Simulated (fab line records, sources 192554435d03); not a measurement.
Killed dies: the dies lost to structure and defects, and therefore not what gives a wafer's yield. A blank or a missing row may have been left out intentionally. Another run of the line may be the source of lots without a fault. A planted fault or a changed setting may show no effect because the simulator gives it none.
fab line records	flow n5_finfet	part 1 of 2: steps 1 to 18 of 29
record: lots: 5	wafers: 15	last_day: 17
route steps=1938 shown BEOL_M3@941
lots untouched by any fault: they come from a run of this same line in which no faults occurred
start_h: hours from the record's first day to the start of the lot's first wafer shown	wait_h: how many hours have passed since the lot's step before this one	" same as the row above	L1.1+2: a row that stands for several wafers	- no value present, or no start provided	* or withheld: withheld	< > ~ a bound
route shown NAME@n: a module of which the file shows steps, and the number in the route of the first	usual: mean and standard deviation over wafers with no fault	same: alike in all rows	chamber/n: place in a boat	sites: per-site readings	_std_site: the standard deviation of these	_edge_site: outer sites' mean less inner sites'	radius_mm: for every site, how far away it sits from the centre of the wafer	mask NAME#n: copy n	behind: tool/chamber where the wafer was last shaped	hold: why the lot went on hold/how many hours it stayed there/how the hold came to an end	device: whichever transistor did not switch (one of n, p or np)	end of line: the same wafers' tests at the end of the route	a step given without rows: its recipe and nothing more	killed: the dies lost at the first sort to structure and to defects; this is not the yield of the wafer	map: dies across one wafer; x = killed, . = not, _ = none there
set.NAME: the setting the step ran with; set.NAME@STEP: the setting that earlier step ran with	model.NAME: the simulator's own value behind a step, which no gauge read
lots at selected steps of the route; one table per step, one row per wafer
services: from which hour (start_h, from the record's first day; less than 0 if before it) a tool's chamber was out of use, for how many hours, and why
== steps ==
step: N5_BEOL_M3_EXPOSE_08
recipe: mask_id: M3	na: 0.33	source_shape: dipole	sigma_inner: 0.369	sigma_outer: 0.767	polarization: unpolarized	dose_mj: 33
usual: reticle_temp_C: 23.00/0.12
same: na: 0.33	sigma_outer: 0.767
lot.wafer	tool	chamber	start_h	wait_h	mask	reticle_temp_C
L086.1	euv_scanner-02	0	243.31	-	M3#0	22.95
L086.3	"	0	"	"	M3#0	22.83
L086.6	"	0	"	"	M3#0	23.07
L085.2	euv_scanner-02	0	245.50	-	M3#0	22.97
L085.3	"	0	"	"	M3#0	23.02
L085.4	"	0	"	"	M3#0	22.93
L090.2	euv_scanner-02	0	256.38	-	M3#0	22.98
L090.3	"	0	"	"	M3#0	22.88
L090.5	"	0	"	"	M3#0	22.90
L091.1	euv_scanner-01	0	261.74	-	M3#0	23.14
L091.4	"	0	"	"	M3#0	23.11
L091.5	"	0	"	"	M3#0	23.22
L093.2	euv_scanner-02	0	274.23	-	M3#0	23.01
L093.4	"	0	"	"	M3#0	22.95
L093.5	"	0	"	"	M3#0	22.95
step: N5_BEOL_M3_PEB_09
recipe: peb_temp_c: 100	peb_time_s: 60	resist: CAR-EUV
usual: plate_temp_C: 100.01/0.13
lot.wafer	tool	chamber	start_h	wait_h	plate_temp_C
L086.1	litho_track-04	0	243.37	0.1	99.96
L086.3	"	0	"	"	100.15
L086.6	"	0	"	"	99.97
L085.2	litho_track-02	0	245.55	0.0	100.10
L085.3	"	0	"	"	99.93
L085.4	"	0	"	"	99.82
L090.2	litho_track-05	0	256.44	0.0	99.94
L090.3	"	0	"	"	99.88
L090.5	"	0	"	"	99.91
L091.1	litho_track-05	0	261.80	0.1	100.13
L091.4	"	0	"	"	99.90
L091.5	"	0	"	"	100.16
L093.2	litho_track-05	0	274.29	0.0	99.95
L093.4	"	0	"	"	100.08
L093.5	"	0	"	"	100.03
step: N5_BEOL_M3_DEVELOP_10
recipe: develop_time_s: 30	developer: TMAH	resist: CAR-EUV	rinse_liquid: surfactant_rinse	dry: air_spin	dev_temp_c: 23
lot.wafer	tool	chamber	start_h	wait_h
L086.1+3+6	litho_track-04	0	-	-
L085.2+3+4	litho_track-02	0	-	-
L090.2+3+5	litho_track-05	0	-	-
L091.1+4+5	litho_track-05	0	-	-
L093.2+4+5	litho_track-05	0	-	-
step: N5_BEOL_M3_CD_MEAS_11
recipe: target_cd_nm: 17.05	landing_energy_ev: 500	detector: se_inlens	polarity: opening
usual: cd_nm: 16.99/0.22
lot.wafer	tool	chamber	start_h	wait_h	cd_nm
L086.1	cd_sem-02	0	243.44	-	17.04
L086.3	"	0	"	"	16.88
L086.6	"	0	"	"	17.27
L085.2	cd_sem-01	0	245.62	-	17.05
L085.3	"	0	"	"	17.19
L085.4	"	0	"	"	16.84
L090.2	cd_sem-01	0	256.51	-	16.94
L090.3	"	0	"	"	17.04
L090.5	"	0	"	"	17.19
L091.1	cd_sem-02	0	261.87	-	17.16
L091.4	"	0	"	"	17.13
L091.5	"	0	"	"	17.30
L093.2	cd_sem-02	0	274.35	-	16.84
L093.4	"	0	"	"	17.00
L093.5	"	0	"	"	17.30
step: N5_BEOL_M3_OVL_MEAS_12
recipe: points_per_wafer: 522
usual: M3_OVL: -0.2/0.69
lot.wafer	tool	chamber	start_h	wait_h	M3_OVL[nm]
L086.1	overlay-01	0	243.47	0.0	-0.3
L086.3	"	0	"	"	0.1
L086.6	"	0	"	"	0.2
L085.2	overlay-01	0	245.65	0.0	-0.5
L085.3	"	0	"	"	0.3
L085.4	"	0	"	"	-0.6
L090.2	overlay-02	0	256.54	0.0	0.4
L090.3	"	0	"	"	-0.2
L090.5	"	0	"	"	-0.2
L091.1	overlay-01	0	261.90	0.0	-0.7
L091.4	"	0	"	"	0.2
L091.5	"	0	"	"	-0.8
L093.2	overlay-01	0	274.39	0.0	0.1
L093.4	"	0	"	"	-0.9
L093.5	"	0	"	"	-0.3
step: N5_BEOL_M3_INSPECT_13
recipe: mode: adi	inspect_instrument: brightfield
usual: raw_defect_count: 422/99
lot.wafer	tool	chamber	start_h	wait_h	raw_defect_count
L086.1	defect_inspect-02	-	243.53	0.1	426
L086.3	"	-	"	"	377
L086.6	"	-	"	"	453
L085.2	defect_inspect-01	-	245.71	0.0	304
L085.3	"	-	"	"	360
L085.4	"	-	"	"	576
L090.2	defect_inspect-02	-	256.59	0.0	559
L090.3	"	-	"	"	335
L090.5	"	-	"	"	524
L091.1	defect_inspect-01	-	261.96	0.1	522
L091.4	"	-	"	"	423
L091.5	"	-	"	"	343
L093.2	defect_inspect-02	-	274.44	0.0	497
L093.4	"	-	"	"	565
L093.5	"	-	"	"	506
step: N5_BEOL_M3_DESCUM_16
recipe: chemistry: O2	time_s: 7	source_power_w: 50	bias_power_w: 20	pressure_mtorr: 20	rf_frequency_hz: 2.712e+07	temp_c: 40	resist: CAR-EUV	o2_flow_sccm: 225
usual: drypump_motor_current_A: 5.5/0.34	oes_product_au: 0.78/0.089	rf_vpp_V: 242.8/1.3	showerhead_plenum_p_Torr: 2.08/0.063	throttle_valve_pct: 20.41/0.24
lot.wafer	tool	chamber	start_h	wait_h	drypump_motor_current_A	oes_product_au	rf_hours_counter_h	rf_vpp_V	showerhead_plenum_p_Torr	throttle_valve_pct
L086.1	rie_diel-04	0	243.69	0.2	5.1	0.92	19	242.6	2.05	20.51
L086.3	"	1	"	"	5.1	0.75	155	244.0	2.10	20.21
L086.6	"	0	"	"	5.1	0.93	-	240.5	2.05	20.53
L085.2	rie_diel-04	0	245.87	0.2	5.1	0.92	20	242.1	2.05	20.51
L085.3	"	1	"	"	5.2	0.74	156	242.3	2.10	20.21
L085.4	"	0	"	"	5.1	0.92	-	242.7	2.05	20.54
L090.2	rie_diel-06	1	256.63	0.0	4.9	0.75	168	244.5	2.18	20.64
L090.3	"	2	"	"	5.4	0.94	8	245.5	2.23	20.38
L090.5	"	2	"	"	5.4	0.95	-	246.0	2.23	20.37
L091.1	rie_diel-06	1	261.99	0.0	4.9	0.75	170	244.6	2.18	20.64
L091.4	"	2	"	"	5.4	0.94	10	244.8	2.23	20.39
L091.5	"	0	"	"	5.2	0.74	-	243.4	2.09	20.86
L093.2	rie_diel-06	1	274.48	0.0	4.9	0.74	174	245.4	2.18	20.66
L093.4	"	0	"	"	5.3	0.73	180	243.5	2.09	20.87
L093.5	"	3	"	"	5.8	0.90	-	241.7	2.04	20.38
step: N5_BEOL_M3_ETCH_74
recipe: chemistry: N2/H2	target: underlayer	target_depth_a: 65	mask_material: CAR-EUV	time_s: 5.2	ion_energy_ev: 200	pressure_mtorr: 30	source_w: 840	bias_w: 150	n2_flow_sccm: 200	h2_flow_sccm: 200	ends: cleared
usual: drypump_motor_current_A: 5.5/0.34	etch_rf_on_time_s: 5.19/0.092	n2_flow_sccm: 200.0/0.56	oes_product_au: 0.67/0.075	rf_vpp_V: 523.3/2.4	showerhead_plenum_p_Torr: 2.52/0.077	throttle_valve_pct: 17.86/0.24
lot.wafer	tool	chamber	start_h	wait_h	drypump_motor_current_A	etch_rf_on_time_s	n2_flow_sccm	oes_product_au	rf_hours_counter_h	rf_vpp_V	showerhead_plenum_p_Torr	throttle_valve_pct
L086.1	rie_diel-04	0	243.72	0.0	5.1	5.03	200.6	0.80	19	522.6	2.49	17.95
L086.3	"	1	"	"	5.2	5.05	199.5	0.64	155	523.0	2.54	17.62
L086.6	"	0	"	"	5.1	5.04	200.3	0.80	-	523.5	2.49	17.95
L085.2	rie_diel-04	0	245.90	0.0	5.1	5.08	200.4	0.80	20	521.3	2.49	17.95
L085.3	"	1	"	"	5.2	5.08	200.8	0.63	156	525.8	2.54	17.62
L085.4	"	0	"	"	5.1	5.15	200.4	0.79	-	522.2	2.49	17.98
L090.2	rie_diel-06	1	256.66	0.0	4.9	5.10	200.1	0.64	168	529.3	2.64	18.01
L090.3	"	2	"	"	5.4	5.13	199.8	0.80	8	527.9	2.72	17.80
L090.5	"	2	"	"	5.4	5.16	200.9	0.80	-	528.8	2.72	17.77
L091.1	rie_diel-06	1	262.03	0.0	4.9	5.22	199.1	0.64	170	523.9	2.64	18.01
L091.4	"	2	"	"	5.4	5.15	199.6	0.81	10	529.3	2.72	17.78
L091.5	"	0	"	"	5.3	5.29	199.9	0.63	-	524.3	2.53	18.15
L093.2	rie_diel-06	1	274.51	0.0	4.9	5.16	199.3	0.64	174	526.7	2.64	18.00
L093.4	"	0	"	"	5.3	5.21	199.8	0.63	180	521.5	2.53	18.18
L093.5	"	3	"	"	5.9	5.29	199.5	0.76	-	522.9	2.49	17.88
step: N5_BEOL_M3_ETCH_63
recipe: chemistry: CF4	target: SiARC	target_depth_a: 156	mask_material: CAR-EUV	time_s: 26	ion_energy_ev: 80	pressure_mtorr: 40	source_w: 545	bias_w: 36	Ar_flow_sccm: 100	cf4_flow_sccm: 100	ends: cleared
usual: drypump_motor_current_A: 5.5/0.34	etch_rf_on_time_s: 26.0/0.44	oes_product_au: 0.67/0.075	rf_vpp_V: 183.8/1.1	showerhead_plenum_p_Torr: 2.13/0.061	throttle_valve_pct: 15.60/0.25
lot.wafer	tool	chamber	start_h	wait_h	drypump_motor_current_A	etch_rf_on_time_s	oes_product_au	rf_hours_counter_h	rf_vpp_V	showerhead_plenum_p_Torr	throttle_valve_pct
L086.1	rie_diel-04	0	243.74	0.0	5.1	25.3	0.80	19	183.2	2.09	15.61
L086.3	"	1	"	"	5.2	25.3	0.64	155	183.5	2.14	15.39
L086.6	"	0	"	"	5.1	25.1	0.81	-	183.2	2.09	15.62
L085.2	rie_diel-04	0	245.92	0.0	5.1	25.3	0.80	20	183.3	2.09	15.60
L085.3	"	1	"	"	5.2	25.5	0.64	156	182.5	2.14	15.38
L085.4	"	0	"	"	5.1	25.3	0.79	-	183.6	2.09	15.61
L090.2	rie_diel-06	1	256.68	0.0	4.9	25.8	0.65	168	185.2	2.22	15.80
L090.3	"	2	"	"	5.4	25.8	0.80	8	184.7	2.28	15.46
L090.5	"	2	"	"	5.4	25.8	0.81	-	185.0	2.28	15.49
L091.1	rie_diel-06	1	262.04	0.0	4.9	26.0	0.64	170	184.7	2.22	15.80
L091.4	"	2	"	"	5.4	26.0	0.79	10	186.1	2.28	15.49
L091.5	"	0	"	"	5.3	26.3	0.63	-	183.2	2.13	16.01
L093.2	rie_diel-06	1	274.53	0.0	4.9	25.8	0.64	174	184.2	2.22	15.83
L093.4	"	0	"	"	5.3	26.1	0.63	180	182.9	2.13	16.04
L093.5	"	3	"	"	5.9	26.3	0.77	-	184.2	2.09	15.49
step: N5_BEOL_M3_ETCH_64
recipe: chemistry: N2/H2	target: SOC	target_depth_a: 750	overetch_a: 150	mask_material: SiARC	temp_c: 40	time_s: 112.5	ion_energy_ev: 200	pressure_mtorr: 30	source_w: 840	bias_w: 150	n2_flow_sccm: 200	h2_flow_sccm: 200
usual: drypump_motor_current_A: 5.5/0.34	n2_flow_sccm: 200.0/0.58	oes_product_au: 0.62/0.066	rf_vpp_V: 523.4/2.2	showerhead_plenum_p_Torr: 2.52/0.077	throttle_valve_pct: 17.82/0.24
lot.wafer	tool	chamber	start_h	wait_h	drypump_motor_current_A	n2_flow_sccm	oes_product_au	rf_hours_counter_h	rf_vpp_V	showerhead_plenum_p_Torr	throttle_valve_pct
L086.1	rie_diel-04	0	243.77	0.0	5.1	200.1	0.73	19	522.5	2.49	17.92
L086.3	"	1	"	"	5.2	200.8	0.59	155	522.1	2.54	17.60
L086.6	"	0	"	"	5.1	200.6	0.73	-	522.0	2.49	17.92
L085.2	rie_diel-04	0	245.95	0.0	5.1	200.4	0.72	20	522.1	2.49	17.93
L085.3	"	1	"	"	5.2	200.6	0.58	156	523.2	2.54	17.60
L085.4	"	0	"	"	5.1	200.7	0.72	-	523.2	2.49	17.92
L090.2	rie_diel-06	1	256.71	0.0	4.9	200.1	0.59	169	526.2	2.64	17.97
L090.3	"	2	"	"	5.4	199.8	0.74	8	528.2	2.72	17.73
L090.5	"	2	"	"	5.4	199.7	0.74	-	528.9	2.72	17.74
L091.1	rie_diel-06	1	262.07	0.0	4.9	198.6	0.60	170	527.2	2.64	17.97
L091.4	"	2	"	"	5.4	200.3	0.74	10	527.1	2.72	17.74
L091.5	"	0	"	"	5.3	199.4	0.58	-	523.7	2.53	18.13
L093.2	rie_diel-06	1	274.56	0.0	4.9	199.9	0.59	174	525.1	2.64	17.97
L093.4	"	0	"	"	5.3	200.8	0.58	180	523.1	2.53	18.14
L093.5	"	3	"	"	5.8	200.6	0.70	-	521.0	2.49	17.85
step: N5_BEOL_M3_STRIP_65
recipe: chemistry: N2/H2	temp_c: 40	n2_flow_sccm: 200	h2_flow_sccm: 200	rf_frequency_hz: 6e+07
lot.wafer	tool	chamber	start_h	wait_h
L086.1+3+6	rie_diel-04	0,1,0	243.88	0.1
L085.2+3+4	rie_diel-04	0,1,0	246.05	0.1
L090.2+3+5	rie_diel-06	1,2,2	256.81	0.1
L091.1+4+5	rie_diel-06	1,2,0	262.18	0.1
L093.2+4+5	rie_diel-06	1,0,3	274.66	0.1
step: N5_BEOL_M3_STRIP_75
recipe: chemistry: N2/H2	temp_c: 40	n2_flow_sccm: 200	h2_flow_sccm: 200	rf_frequency_hz: 6e+07
lot.wafer	tool	chamber	start_h	wait_h
L086.1+3+6	rie_diel-04	0,1,0	243.89	0.0
L085.2+3+4	rie_diel-04	0,1,0	246.06	0.0
L090.2+3+5	rie_diel-06	1,2,2	256.82	0.0
L091.1+4+5	rie_diel-06	1,2,0	262.19	0.0
L093.2+4+5	rie_diel-06	1,0,3	274.67	0.0
step: N5_BEOL_M3_STRIP_66
recipe: chemistry: CF4	resist: SiARC	power_w: 300	bias_power_w: 75	pressure_mtorr: 50	cf4_flow_sccm: 150	rf_frequency_hz: 6e+07
usual: drypump_motor_current_A: 5.5/0.34	oes_product_au: 0.77/0.082	power_w: 300.1/0.92	rf_vpp_V: 271.0/1.4	showerhead_plenum_p_Torr: 1.78/0.051	throttle_valve_pct: 13.57/0.25
lot.wafer	tool	chamber	start_h	wait_h	drypump_motor_current_A	oes_product_au	power_w	rf_hours_counter_h	rf_vpp_V	showerhead_plenum_p_Torr	throttle_valve_pct
L086.1	rie_diel-04	0	243.90	0.0	5.1	0.91	298.8	19	270.5	1.76	13.54
L086.3	"	1	"	"	5.1	0.73	299.8	155	273.8	1.79	13.37
L086.6	"	0	"	"	5.1	0.91	300.2	-	270.1	1.76	13.54
L085.2	rie_diel-04	0	246.07	0.0	5.1	0.90	301.1	20	269.7	1.75	13.52
L085.3	"	1	"	"	5.2	0.73	299.8	156	271.4	1.79	13.37
L085.4	"	0	"	"	5.1	0.91	301.1	-	270.6	1.76	13.53
L090.2	rie_diel-06	1	256.83	0.0	4.9	0.75	299.3	169	272.3	1.86	13.78
L090.3	"	2	"	"	5.3	0.92	300.7	8	274.3	1.90	13.41
L090.5	"	2	"	"	5.4	0.93	300.3	-	275.2	1.90	13.39
L091.1	rie_diel-06	1	262.20	0.0	4.9	0.74	301.7	170	271.7	1.86	13.78
L091.4	"	2	"	"	5.4	0.92	299.6	10	273.4	1.90	13.39
L091.5	"	0	"	"	5.2	0.73	298.1	-	271.2	1.78	13.99
L093.2	rie_diel-06	1	274.68	0.0	4.9	0.74	299.9	174	271.6	1.86	13.78
L093.4	"	0	"	"	5.3	0.72	301.7	180	272.1	1.78	13.99
L093.5	"	3	"	"	5.8	0.89	300.8	-	270.8	1.75	13.44
step: N5_BEOL_M3_HM_OPEN_17
recipe: chemistry: Cl2/BCl3	target_depth_a: 200	overetch_a: 60	target: TiN	mask_material: SOC	ion_energy_ev: 150	pressure_mtorr: 10	icp_w: 1000	bias_w: 126	Cl2_flow_sccm: 53.25	bcl3_flow_sccm: 21.75	Ar_flow_sccm: 25
usual: drypump_motor_current_A: 5.95/0.23	oes_product_au: 0.66/0.085	throttle_valve_pct: 22.16/0.13
lot.wafer	tool	chamber	start_h	wait_h	drypump_motor_current_A	oes_product_au	rf_hours_counter_h	throttle_valve_pct
L086.1	rie_metal-03	0	243.94	0.0	6.06	0.73	15	22.33
L086.3	"	1	"	"	5.82	0.75	-	21.91
L086.6	"	0	"	"	6.06	0.73	-	22.32
L085.2	rie_metal-03	1	246.11	0.0	5.81	0.73	12	21.93
L085.3	"	0	"	"	6.07	0.72	-	22.36
L085.4	"	1	"	"	5.82	0.73	-	21.92
L090.2	rie_metal-02	0	256.87	0.0	5.99	0.73	20	22.17
L090.3	"	0	"	"	6.00	0.72	-	22.19
L090.5	"	0	"	"	5.99	0.73	-	22.17
L091.1	rie_metal-01	0	262.24	0.0	6.29	0.56	93	22.16
L091.4	"	0	"	"	6.29	0.56	-	22.14
L091.5	"	0	"	"	6.28	0.56	-	22.13
L093.2	rie_metal-03	0	274.72	0.0	6.08	0.71	18	22.35
L093.4	"	1	"	"	5.82	0.73	-	21.94
L093.5	"	1	"	"	5.82	0.73	-	21.93
step: N5_BEOL_M3_STRIP_19
recipe: chemistry: O2	power_w: 400	temp_c: 40	pressure_mtorr: 30	rf_frequency_hz: 6e+07	bias_power_w: 0	overash_fraction: 0.2	o2_flow_sccm: 225
usual: drypump_motor_current_A: 5.5/0.35	oes_product_au: 0.79/0.093	rf_vpp_V: 3.7/0.47	showerhead_plenum_p_Torr: 2.08/0.062	throttle_valve_pct: 16.65/0.22
lot.wafer	tool	chamber	start_h	wait_h	drypump_motor_current_A	oes_product_au	rf_hours_counter_h	rf_vpp_V	showerhead_plenum_p_Torr	throttle_valve_pct
L086.1	rie_diel-04	1	244.16	0.2	5.2	0.74	155	3.8	2.10	16.46
L086.3	"	0	"	"	5.1	0.93	19	3.7	2.05	16.71
L086.6	"	1	"	"	5.1	0.75	-	3.3	2.10	16.47
L085.2	rie_diel-02	0	246.23	0.1	5.4	0.78	123	3.5	2.02	16.67
L085.3	"	2	"	"	6.0	0.73	180	3.7	2.08	16.75
L085.4	"	3	"	"	5.2	0.70	-	2.4	2.06	16.56
L090.2	rie_diel-02	0	256.99	0.1	5.4	0.77	127	4.1	2.02	16.70
L090.3	"	2	"	"	6.1	0.72	184	3.8	2.08	16.75
L090.5	"	2	"	"	6.0	0.72	-	3.1	2.08	16.74
L091.1	rie_diel-04	1	262.46	0.2	5.1	0.74	162	4.1	2.10	16.48
L091.4	"	3	"	"	5.6	0.85	81	4.1	2.04	16.37
L091.5	"	2	"	"	5.8	0.94	-	4.0	2.24	16.64
L093.2	rie_diel-02	1	274.88	0.1	5.8	0.97	3	3.7	2.14	16.23
L093.4	"	3	"	"	5.2	0.68	234	3.4	2.06	16.58
L093.5	"	3	"	"	5.2	0.68	-	3.8	2.06	16.57
step: N5_BEOL_M3_CD_MEAS_18
recipe: pitch_nm: 36	target_cd_nm: 18
usual: cd_nm: 17.92/0.26
lot.wafer	tool	chamber	start_h	wait_h	cd_nm
L086.1	cd_sem-02	-	244.23	0.0	17.95
L086.3	"	-	"	"	17.85
L086.6	"	-	"	"	18.12
L085.2	cd_sem-01	-	246.30	0.1	17.79
L085.3	"	-	"	"	18.12
L085.4	"	-	"	"	18.24
L090.2	cd_sem-03	-	257.06	0.1	17.93
L090.3	"	-	"	"	18.26
L090.5	"	-	"	"	18.08
L091.1	cd_sem-02	-	262.53	0.0	17.97
L091.4	"	-	"	"	18.00
L091.5	"	-	"	"	18.02
L093.2	cd_sem-01	-	274.95	0.1	18.09
L093.4	"	-	"	"	17.65
L093.5	"	-	"	"	17.54
step: N5_BEOL_M3_COAT_67
recipe: resist: SOC	temp_c: 250	time_s: 60	spin_rpm: 1500	resist_thk_nm: 60
usual: plate_temp_C: 250.00/0.19
lot.wafer	tool	chamber	start_h	wait_h	plate_temp_C
L086.1	litho_track-02	0	244.27	0.0	249.73
L086.3	"	0	"	"	249.83
L086.6	"	0	"	"	249.78
L085.2	litho_track-04	0	246.33	0.0	250.27
L085.3	"	0	"	"	249.87
L085.4	"	0	"	"	249.92
L090.2	litho_track-04	0	257.09	0.0	249.78
L090.3	"	0	"	"	249.94
L090.5	"	0	"	"	249.82
L091.1	litho_track-04	0	262.56	0.0	249.94
L091.4	"	0	"	"	249.96
L091.5	"	0	"	"	250.09
L093.2	litho_track-02	0	274.99	0.0	250.04
L093.4	"	0	"	"	249.81
L093.5	"	0	"	"	249.74
step: N5_BEOL_M3_COAT_68
recipe: resist: SiARC	temp_c: 220	time_s: 60	spin_rpm: 1500	resist_thk_nm: 12
usual: plate_temp_C: 219.99/0.16
lot.wafer	tool	chamber	start_h	wait_h	plate_temp_C
L086.1	litho_track-02	0	-	-	219.82
L086.3	"	0	"	"	220.07
L086.6	"	0	"	"	220.25
L085.2	litho_track-04	0	-	-	219.89
L085.3	"	0	"	"	220.12
L085.4	"	0	"	"	220.11
L090.2	litho_track-04	0	-	-	219.95
L090.3	"	0	"	"	219.79
L090.5	"	0	"	"	220.02
L091.1	litho_track-04	0	-	-	219.93
L091.4	"	0	"	"	220.01
L091.5	"	0	"	"	220.03
L093.2	litho_track-02	0	-	-	220.13
L093.4	"	0	"	"	220.05
L093.5	"	0	"	"	220.00
